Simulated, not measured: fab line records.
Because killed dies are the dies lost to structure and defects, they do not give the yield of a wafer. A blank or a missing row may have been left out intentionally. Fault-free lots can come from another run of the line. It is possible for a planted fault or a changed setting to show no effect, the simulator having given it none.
Matching of chambers + flow nand_harc + cmp-01 running NHARC_A_M1_CMP_23: 4 sister chambers
The step polishes, t overpolish 20 s, target thk 154.34 nm. 16 wafers are shown with their chamber, then 8 later ones without.

## WAFERS WITH THEIR CHAMBER
| wafer  | chamber | motor_current_A (A) | time_to_endpoint_s (s) |
|--------|---------|---------------------|------------------------|
| L327.4 | 1       | 12.0                | 24.2                   |
| L327.5 | 2       | 12.6                | 27.8                   |
| L327.6 | 3       | 13.6                | 27.0                   |
| L329.2 | 0       | 14.8                | 31.9                   |
| L329.4 | 1       | 11.9                | 29.2                   |
| L329.5 | 3       | 13.3                | 29.1                   |
| L332.1 | 1       | 12.6                | 26.5                   |
| L332.2 | 2       | 12.2                | 27.6                   |
| L332.4 | 0       | 16.6                | 26.7                   |
| L335.1 | 1       | 12.2                | 28.3                   |
| L335.3 | 3       | 13.6                | 25.8                   |
| L335.6 | 3       | 13.9                | 28.2                   |
| L336.1 | 3       | 13.5                | 30.5                   |
| L336.4 | 1       | 11.4                | 30.8                   |
| L336.6 | 3       | 13.0                | 30.8                   |
| L339.3 | 1       | 12.5                | 31.7                   |

SIGNATURES (averages over the wafers above)
| reading            | chamber 0 | chamber 1 | chamber 2 | chamber 3 | scatter within a chamber |
|--------------------|-----------|-----------|-----------|-----------|--------------------------|
| motor_current_A    | 15.700    | 12.100    | 12.400    | 13.483    | 0.511                    |
| time_to_endpoint_s | 29.300    | 28.450    | 27.700    | 28.567    | 2.44                     |
Rule: distance of a wafer from a chamber = root of the sum over the readings of ((wafer's reading minus chamber's mean) / reading's scatter) squared. If the next closest chamber is less than 2 further off than the closest, the wafer can't be placed; otherwise it belongs to the closest. The scatter: the root of (the sum of the squares of (reading less its chamber's mean) over the shown wafers, divided by (wafers less chambers)).

## WAFERS WITHOUT THEIR CHAMBER
| wafer  | motor_current_A (A) | time_to_endpoint_s (s) |
|--------|---------------------|------------------------|
| L339.4 | 12.7                | 32.0                   |
| L339.6 | 12.1                | 31.9                   |
| L347.2 | 13.3                | 30.1                   |
| L347.4 | 16.0                | 26.5                   |
| L347.6 | 15.5                | 27.3                   |
| L348.2 | 12.1                | 25.2                   |
| L348.4 | 16.0                | 27.1                   |
| L348.6 | 16.2                | 27.9                   |

## THE CHAMBER EACH PASSED THROUGH
| wafer  | from the rows above          | in truth |
|--------|------------------------------|----------|
| L339.4 | can't be placed: 2 or 1 or 3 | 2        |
| L339.6 | can't be placed: 1 or 2 or 3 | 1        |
| L347.2 | can't be placed: 3 or 2 or 1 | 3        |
| L347.4 | 0                            | 0        |
| L347.6 | 0                            | 0        |
| L348.2 | can't be placed: 2 or 1 or 3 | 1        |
| L348.4 | 0                            | 0        |
| L348.6 | 0                            | 0        |
Correct placement for 4 of the 8. From these rows, 4 cannot be placed; in 4 the true chamber is one of the candidates. Wrongly placed: 0.
